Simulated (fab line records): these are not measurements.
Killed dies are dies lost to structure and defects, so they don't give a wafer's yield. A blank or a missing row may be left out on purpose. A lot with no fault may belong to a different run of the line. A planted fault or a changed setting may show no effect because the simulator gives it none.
Chamber matching :: flow n5 finfet :: N5_SD_EPI_P_ETCH_16 on rie diel-03: 4 sister chambers
The step etches SiO2 in CHF3/O2, target depth 5 nm. 8 wafers are shown with their chamber, then 7 later ones without.

== WAFERS PAIRED WITH THEIR CHAMBERS ==
wafer: L077.2
chamber: 2
showerhead plenum p Torr (Torr): 2.32
rf vpp V (V): 525

wafer: L082.4
chamber: 1
showerhead plenum p Torr (Torr): 2.44
rf vpp V (V): 537

wafer: L082.5
chamber: 3
showerhead plenum p Torr (Torr): 2.50
rf vpp V (V): 516

wafer: L084.3
chamber: 2
showerhead plenum p Torr (Torr): 2.31
rf vpp V (V): 525

wafer: L084.4
chamber: 0
showerhead plenum p Torr (Torr): 2.36
rf vpp V (V): 545

wafer: L084.5
chamber: 1
showerhead plenum p Torr (Torr): 2.43
rf vpp V (V): 539

wafer: L085.2
chamber: 3
showerhead plenum p Torr (Torr): 2.50
rf vpp V (V): 515

wafer: L085.3
chamber: 0
showerhead plenum p Torr (Torr): 2.36
rf vpp V (V): 544

== WAFERS MISSING THEIR CHAMBER ==
wafer: L085.5
showerhead plenum p Torr (Torr): 2.31
rf vpp V (V): 525

wafer: L091.3
showerhead plenum p Torr (Torr): 2.50
rf vpp V (V): 516

wafer: L091.5
showerhead plenum p Torr (Torr): 2.43
rf vpp V (V): 538

wafer: L091.6
showerhead plenum p Torr (Torr): 2.35
rf vpp V (V): 543

wafer: L092.2
showerhead plenum p Torr (Torr): 2.43
rf vpp V (V): 538

wafer: L092.3
showerhead plenum p Torr (Torr): 2.49
rf vpp V (V): 515

wafer: L092.6
showerhead plenum p Torr (Torr): 2.35
rf vpp V (V): 544

== CHAMBER TAKEN BY EACH ==
wafer: L085.5
from the rows above: 2
in truth: 2

wafer: L091.3
from the rows above: 3
in truth: 3

wafer: L091.5
from the rows above: 1
in truth: 1

wafer: L091.6
from the rows above: 0
in truth: 0

wafer: L092.2
from the rows above: 1
in truth: 1

wafer: L092.3
from the rows above: 3
in truth: 3

wafer: L092.6
from the rows above: 0
in truth: 0
7 of 7 placed correctly. From these rows, 0 cannot be placed. Placed wrongly: 0.
How it was worked out, from the rows above alone: a wafer's distance from a chamber is the root of the sum, over the readings, of the square of ((its reading less the chamber's mean) divided by the reading's scatter). If the next closest chamber is less than 2 further off than the closest, the wafer can't be placed; otherwise it belongs to the closest. The mean given for a chamber averages the wafers shown for that chamber. How the scatter is found: for the shown wafers, subtract from each reading the mean of its chamber, square and add these, divide the total by (wafers less chambers), then take the root.
